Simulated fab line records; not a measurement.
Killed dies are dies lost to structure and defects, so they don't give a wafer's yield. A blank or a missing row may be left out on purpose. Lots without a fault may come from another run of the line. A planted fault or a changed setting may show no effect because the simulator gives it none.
Code-filled problem report in 8D (eight disciplines) form :: flow n5 finfet :: the parts of the form that need people (team, actions taken, sign-off) are left out

## 1. WHAT IS WRONG
raw defect count at N5_SD_EPI_N_INSPECT_11 reads a mean of 20.0 on 2 wafers of 2 lots; wafers without a fault read 2.2 with a standard deviation of 1.5. Relative to the usual mean, that is a shift of +12 standard deviations.
The step: inspects for defects (macro).
First seen on wafer L816.1, day 3 23:56, on defect inspect-02. At this step, 27 wafers from 11 lots have a number in the record. Rule for "out", or "out of limits": more than 4 standard deviations from the usual mean. The rest of the wafers with a number are treated as sound.

## 2. WHAT IT IS; WHAT IT IS NOT
question: which readings at this step
is: raw defect count
is not: -

question: which lots
is: L816, L817
is not: L812, L813, L814, L815, L829, L831, L833, L834, L835

question: which wafers of those lots
is: L816.1, L817.4
is not: L816.4, L816.5, L817.3, L817.6

question: read on which gauges
is: defect inspect-02
is not: defect inspect-01

question: when
is: from day 3 23:56
is not: up to then (12 sound wafers); but 13 sound wafers of L817, L829, L831, L833, L834, L835 came after

## 3. WHAT RULES OUT EACH SUSPECT
Counting: a tool at a process step up to the reading stays a suspect if it ran every lot that is out. Sound lots after the first of them don't rule it out here, since some wafers of a struck lot are sound.
- the gauge at N5_SD_EPI_N_INSPECT_11: kept. All the wafers that are out were read on defect inspect-02, and no step on other tools shows them out.
- pecvd-02 at N5_DUMMY_GATE_PECVD_30 (deposits SiO2 from TEOS/O2, target thk 55 nm, time 10.8 s): kept. It processed each lot that is out (first: L816, day 3 21:10); up to then, its last sound lot is L815 (day 3 14:59).
- rie si-05 at N5_DUMMY_GATE_ETCH_23 (etches poly-Si in HBr/Cl2/O2, target depth 41 nm, time 22.3 s): kept. It processed each lot that is out (first: L816, day 3 22:27); up to then, its last sound lot is L813 (day 3 07:32).
- rie si-05 at N5_DUMMY_GATE_ETCH_44 (etches poly-Si in HBr/O2, stops on SiO2, target depth 127.5 nm): kept. It processed each lot that is out (first: L816, day 3 22:31); up to then, its last sound lot is L813 (day 3 07:37).
Left after counting: pecvd-02 at N5_DUMMY_GATE_PECVD_30, rie si-05 at N5_DUMMY_GATE_ETCH_23, rie si-05 at N5_DUMMY_GATE_ETCH_44, defect inspect-02 at N5_SD_EPI_N_INSPECT_11.

## 4. THE CAUSE (what the simulator had put in)
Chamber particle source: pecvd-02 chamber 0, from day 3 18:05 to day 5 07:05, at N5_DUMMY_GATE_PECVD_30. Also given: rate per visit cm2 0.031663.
After counting, 4 suspects remain, this tool included.

## 5. THE CHAIN OF EFFECTS, in route order
Rows list readings where the struck wafers' mean (over those with a number) sits beyond 3 standard deviations from the usual. Readings are gone through only where the record gives a usual standard deviation; hours: the median, over the lots, of the time from a lot's start at the first step in this table giving one to that lot's start at this step; sigmas: the change measured in usual standard deviations.
hours: 0
step: N5_SD_EPI_N_INSPECT_11
reading: raw defect count
usual: 2.2
on struck wafers: 20.0
change: +17.8
sigmas: +12
At these later measuring or inspecting steps, every struck wafer for which the step has a row has a number for every such reading, and none has moved that far: N5_BEOL_M4_RC_MEAS_101.

## 6. WHAT WOULD HAVE CAUGHT IT SOONER
In this record the first reading out of limits at a measuring or inspecting step was taken at day 3 23:56, 6 hours after the fault began at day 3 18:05.
Among the 2 lots that are out, L817 began N5_DUMMY_GATE_PECVD_30 on pecvd-02 after day 3 23:56. Holding the tool at that time would have saved it.
